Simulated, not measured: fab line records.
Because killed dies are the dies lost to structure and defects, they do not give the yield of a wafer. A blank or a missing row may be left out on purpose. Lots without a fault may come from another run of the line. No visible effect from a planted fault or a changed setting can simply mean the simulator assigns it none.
Matching of chambers ; flow n5Finfet ; aldSin-01 running N5_SPACER0_ALD_07: 4 sister chambers
The step deposits SiNx, target thk 2 nm. 4 wafers are shown with their chamber, then 11 later ones without.

## WAFERS PAIRED WITH THEIR CHAMBERS
wafer;chamber;heaterPowerW (W)
L089.3;1;858
L091.3;2;1060
L091.4;3;906
L092.2;0;730

## WAFERS WHOSE CHAMBER IS MISSING
wafer;heaterPowerW (W)
L092.5;847
L092.6;1050
L093.1;738
L093.2;890
L093.3;1058
L096.1;878
L096.2;871
L096.4;1079
L097.4;860
L097.5;892
L097.6;1064

## THE CHAMBER EACH PASSED THROUGH
wafer;from the rows above;in truth
L092.5;1;1
L092.6;2;2
L093.1;0;0
L093.2;can't be placed: 3 or 1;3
L093.3;2;2
L096.1;can't be placed: 1 or 3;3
L096.2;can't be placed: 1 or 3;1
L096.4;2;2
L097.4;1;1
L097.5;can't be placed: 3 or 1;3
L097.6;2;2
Correctly placed: 7 of 11. From these rows, 4 cannot be placed; in 4 the true chamber is one of the candidates. 0 placed wrongly.
How it was worked out, from the rows above alone: a wafer's distance from a chamber is the root of the sum, over the readings, of the square of ((its reading less the chamber's mean) divided by the reading's scatter). The wafer belongs to the nearest chamber; if the next one is less than 2 further off, it can't be placed. A chamber's mean is the mean of its shown wafers. The scatter: root of mean squared gap, hidden wafer to nearest shown wafer, with one shown wafer a chamber.
